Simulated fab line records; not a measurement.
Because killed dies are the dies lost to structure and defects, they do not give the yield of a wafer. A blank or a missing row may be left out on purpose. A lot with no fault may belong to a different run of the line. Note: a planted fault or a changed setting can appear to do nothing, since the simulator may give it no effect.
Chamber matching :: flow nand_harc :: ald_metal-01 running NHARC_A_WL_FILL_ALD_19: 4 sister chambers
The step deposits TiN, target thk 2 nm, pulse time 3 s, ald cycles 100. 8 wafers are shown with their chamber, then 9 later ones without.

## EACH WAFER AND ITS CHAMBER
wafer: L081.1
chamber: 2
heater_power_w (W): 1171
precursor_pulse_height_rel: 1.012

wafer: L086.1
chamber: 3
heater_power_w (W): 1198
precursor_pulse_height_rel: 1.017

wafer: L086.4
chamber: 2
heater_power_w (W): 1160
precursor_pulse_height_rel: 0.992

wafer: L091.2
chamber: 0
heater_power_w (W): 1219
precursor_pulse_height_rel: 1.015

wafer: L091.6
chamber: 1
heater_power_w (W): 1138
precursor_pulse_height_rel: 0.974

wafer: L092.1
chamber: 1
heater_power_w (W): 1187
precursor_pulse_height_rel: 1.019

wafer: L092.2
chamber: 3
heater_power_w (W): 1191
precursor_pulse_height_rel: 0.986

wafer: L092.3
chamber: 0
heater_power_w (W): 1187
precursor_pulse_height_rel: 0.976

## WAFERS WITH NO CHAMBER GIVEN
wafer: L092.4
heater_power_w (W): 1171
precursor_pulse_height_rel: 0.996

wafer: L092.5
heater_power_w (W): 1157
precursor_pulse_height_rel: 1.006

wafer: L092.6
heater_power_w (W): 1210
precursor_pulse_height_rel: 0.967

wafer: L094.1
heater_power_w (W): 1240
precursor_pulse_height_rel: 0.983

wafer: L094.2
heater_power_w (W): 1154
precursor_pulse_height_rel: 1.015

wafer: L094.4
heater_power_w (W): 1196
precursor_pulse_height_rel: 0.966

wafer: L097.4
heater_power_w (W): 1228
precursor_pulse_height_rel: 1.000

wafer: L097.5
heater_power_w (W): 1178
precursor_pulse_height_rel: 0.980

wafer: L097.6
heater_power_w (W): 1187
precursor_pulse_height_rel: 1.006

## EACH ONE'S CHAMBER
wafer: L092.4
from the rows above: can't be placed: 2 or 1 or 3 or 0
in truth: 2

wafer: L092.5
from the rows above: can't be placed: 2 or 1 or 3 or 0
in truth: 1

wafer: L092.6
from the rows above: can't be placed: 0 or 3 or 2 or 1
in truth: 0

wafer: L094.1
from the rows above: can't be placed: 0 or 3 or 2 or 1
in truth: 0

wafer: L094.2
from the rows above: can't be placed: 2 or 1 or 3 or 0
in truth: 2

wafer: L094.4
from the rows above: can't be placed: 0 or 3 or 1 or 2
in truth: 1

wafer: L097.4
from the rows above: can't be placed: 0 or 3 or 2 or 1
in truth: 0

wafer: L097.5
from the rows above: can't be placed: 1 or 2 or 3 or 0
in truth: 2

wafer: L097.6
from the rows above: can't be placed: 3 or 0 or 2 or 1
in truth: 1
0 of 9 placed correctly. Unplaceable from these rows: 9, with the true chamber sitting among the candidates in 9. 0 placed wrongly.
How it was worked out, from the rows above alone: a wafer's distance from a chamber is the root of the sum, over the readings, of the square of ((its reading less the chamber's mean) divided by the reading's scatter). The wafer belongs to the nearest chamber; if the next one is less than 2 further off, it can't be placed. For every chamber, the mean is computed from those of its wafers that are shown. The scatter: the root of (the sum of the squares of (reading less its chamber's mean) over the shown wafers, divided by (wafers less chambers)).
